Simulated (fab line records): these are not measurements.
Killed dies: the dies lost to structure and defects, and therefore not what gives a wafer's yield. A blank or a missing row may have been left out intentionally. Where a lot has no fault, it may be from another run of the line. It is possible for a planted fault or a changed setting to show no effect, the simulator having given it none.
Matching of chambers || flow n5Finfet || rieDiel-03 running N5_BEOL_M2_STRIP_19: 4 sister chambers
The step strips in O2. 8 wafers are shown with their chamber, then 9 later ones without.

WAFERS PAIRED WITH THEIR CHAMBERS
{"wafer": "L076.4", "chamber": 3, "showerheadPlenumPTorr (Torr)": 2.10, "drypumpMotorCurrentA (A)": 5.85}
{"wafer": "L085.4", "chamber": 3, "showerheadPlenumPTorr (Torr)": 2.10, "drypumpMotorCurrentA (A)": 5.88}
{"wafer": "L087.3", "chamber": 1, "showerheadPlenumPTorr (Torr)": 2.00, "drypumpMotorCurrentA (A)": 5.90}
{"wafer": "L087.4", "chamber": 0, "showerheadPlenumPTorr (Torr)": 2.07, "drypumpMotorCurrentA (A)": 5.45}
{"wafer": "L087.6", "chamber": 2, "showerheadPlenumPTorr (Torr)": 2.00, "drypumpMotorCurrentA (A)": 6.07}
{"wafer": "L090.1", "chamber": 1, "showerheadPlenumPTorr (Torr)": 2.00, "drypumpMotorCurrentA (A)": 5.91}
{"wafer": "L090.2", "chamber": 0, "showerheadPlenumPTorr (Torr)": 2.07, "drypumpMotorCurrentA (A)": 5.48}
{"wafer": "L090.4", "chamber": 2, "showerheadPlenumPTorr (Torr)": 1.99, "drypumpMotorCurrentA (A)": 6.06}

WAFERS WITH NO CHAMBER GIVEN
{"wafer": "L094.1", "showerheadPlenumPTorr (Torr)": 1.99, "drypumpMotorCurrentA (A)": 5.94}
{"wafer": "L094.2", "showerheadPlenumPTorr (Torr)": 1.99, "drypumpMotorCurrentA (A)": 6.08}
{"wafer": "L094.4", "showerheadPlenumPTorr (Torr)": 2.09, "drypumpMotorCurrentA (A)": 5.87}
{"wafer": "L095.1", "showerheadPlenumPTorr (Torr)": 1.99, "drypumpMotorCurrentA (A)": 6.09}
{"wafer": "L095.3", "showerheadPlenumPTorr (Torr)": 2.09, "drypumpMotorCurrentA (A)": 5.85}
{"wafer": "L095.6", "showerheadPlenumPTorr (Torr)": 1.99, "drypumpMotorCurrentA (A)": 5.93}
{"wafer": "L096.1", "showerheadPlenumPTorr (Torr)": 1.99, "drypumpMotorCurrentA (A)": 6.06}
{"wafer": "L096.3", "showerheadPlenumPTorr (Torr)": 1.99, "drypumpMotorCurrentA (A)": 5.94}
{"wafer": "L096.5", "showerheadPlenumPTorr (Torr)": 1.99, "drypumpMotorCurrentA (A)": 5.93}

CHAMBER TAKEN BY EACH
{"wafer": "L094.1", "from the rows above": 1, "in truth": 1}
{"wafer": "L094.2", "from the rows above": 2, "in truth": 2}
{"wafer": "L094.4", "from the rows above": 3, "in truth": 3}
{"wafer": "L095.1", "from the rows above": 2, "in truth": 2}
{"wafer": "L095.3", "from the rows above": 3, "in truth": 3}
{"wafer": "L095.6", "from the rows above": 1, "in truth": 1}
{"wafer": "L096.1", "from the rows above": 2, "in truth": 2}
{"wafer": "L096.3", "from the rows above": 1, "in truth": 1}
{"wafer": "L096.5", "from the rows above": 1, "in truth": 1}
Correctly placed: 9 of 9. Can't be placed from these rows: 0. Number placed wrongly: 0.
How it was worked out, from the rows above alone: a wafer's distance from a chamber is the root of the sum, over the readings, of the square of ((its reading less the chamber's mean) divided by the reading's scatter). The wafer belongs to the nearest chamber; if the next one is less than 2 further off, it can't be placed. The mean given for a chamber averages the wafers shown for that chamber. The scatter: the root of (the sum of the squares of (reading less its chamber's mean) over the shown wafers, divided by (wafers less chambers)).
